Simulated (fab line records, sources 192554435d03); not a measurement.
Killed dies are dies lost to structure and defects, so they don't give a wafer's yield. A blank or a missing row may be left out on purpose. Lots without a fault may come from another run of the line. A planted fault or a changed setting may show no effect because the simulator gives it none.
Split-lot experiment | flow n5_finfet | 7 lots, 21 wafers read, on a route of 1938 steps

THE SPLIT
At N5_BEOL_M0_CUTY_DESCUM_61 (chemistry O2, time 7.9 s), the setting time_s was moved away from the recipe's 7.9 s on 10 of the 21 wafers read, by -19.3% to +15.1%. The other wafers ran this setting at the recipe's value.

The file shows no step between the split and the reading.

THE READING
CAR-ArF-block_of_BEOL_M0_CUTY_COAT_51.thk_nm (the simulator's own value, which no gauge read), in nm, at N5_BEOL_M0_CUTY_ETCH_62 (etches SiARC in CF4, time 58.5 s). The file gives no usual value for it. The 11 wafers here that ran the recipe average 118.5 nm, standard deviation 0.57 nm.

wafer  | tool, chamber at the split | time_s as run, s | against the recipe | CAR-ArF-block_of_BEOL_M0_CUTY_COAT_51.thk_nm, nm | against lot-mates on the recipe
L076.2 | rie_diel-03, 2             | 7.9              | recipe             | 118.2                                            | -
L076.4 | rie_diel-03, 1,2           | 9.096            | +15.1%             | 117.4                                            | -0.8
L076.5 | rie_diel-03, 1,2           | 9.096            | +15.1%             | 117                                              | -1.2
L078.1 | rie_diel-04, 2,1,3         | 7.9              | recipe             | 118.4                                            | -
L078.3 | rie_diel-04, 2,1,3         | 7.9              | recipe             | 118.2                                            | -
L078.4 | rie_diel-04, 2,1,3         | 7.9              | recipe             | 118.2                                            | -
L083.1 | rie_diel-03, 3,0           | 6.798            | -13.9%             | 117.8                                            | +0.6
L083.5 | rie_diel-03, 1             | 7.9              | recipe             | 117.2                                            | -
L083.6 | rie_diel-03, 3,0           | 6.798            | -13.9%             | 118                                              | +0.8
L090.4 | rie_diel-05, 3,2           | 6.379            | -19.3%             | 119.4                                            | +0.8
L090.5 | rie_diel-05, 3             | 7.9              | recipe             | 118.6                                            | -
L090.6 | rie_diel-05, 3,2           | 6.379            | -19.3%             | 119.6                                            | +1.0
L092.1 | rie_diel-04, 3,2           | 7.15             | -9.5%              | 118.8                                            | +0.0
L092.3 | rie_diel-04, 3,2           | 7.15             | -9.5%              | 119.4                                            | +0.6
L092.6 | rie_diel-04, 3             | 7.9              | recipe             | 118.8                                            | -
L093.1 | rie_diel-05, 3             | 7.9              | recipe             | 118.2                                            | -
L093.2 | rie_diel-05, 1,0           | 6.431            | -18.6%             | 119.2                                            | +1.0
L093.3 | rie_diel-05, 1,0           | 6.431            | -18.6%             | 119.2                                            | +1.0
L097.3 | rie_diel-05, 2,3,0         | 7.9              | recipe             | 119.2                                            | -
L097.4 | rie_diel-05, 2,3,0         | 7.9              | recipe             | 118.8                                            | -
L097.5 | rie_diel-05, 2,3,0         | 7.9              | recipe             | 119.4                                            | -
Where a row lists several chambers, the file gives one row for several wafers and doesn't say which wafer went through which chamber.

THE FIT
A straight line over all 21 wafers: CAR-ArF-block_of_BEOL_M0_CUTY_COAT_51.thk_nm changes by -0.0469 nm for each +1% of time_s; r = -0.62; the points scatter about the line by 0.61 nm.
The same after taking each lot's own level away (the mean of its wafers on the recipe; 21 wafers): -0.0538 nm for each +1%; r = -0.95; scatter 0.18 nm.
On that fit, the largest move of time_s shifts the reading by 1 nm.
The lots' own levels span 117.20 to 119.13 nm, that is 3.4 times the standard deviation above.
So the lot-to-lot level blurs the effect unless lot-mates are compared.
Check: with one of the wafers moved furthest among these (-19.3%) left out of the fit, the line predicts +1.01 nm for it against its lot-mates. It came out at +0.8 nm against them.

OTHER SPLITS ON THESE WAFERS
These wafers also went through other splits before the reading. Each is held against what the fit with the lots' levels taken away leaves over:
other split on the same wafers  | wafers away from the commonest value | r with CAR-ArF-block_of_BEOL_M0_CUTY_COAT_51.thk_nm (lot level and that fit taken away)
N5_BEOL_M0_SAQP_ETCH_107 bias_w | 9                                    | +0.02

THE FILE'S OWN FIT
CAR-ArF-block_of_BEOL_M0_CUTY_COAT_51.thk_nm changes by -0.0518 nm for each +1% of time_s, r = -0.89.
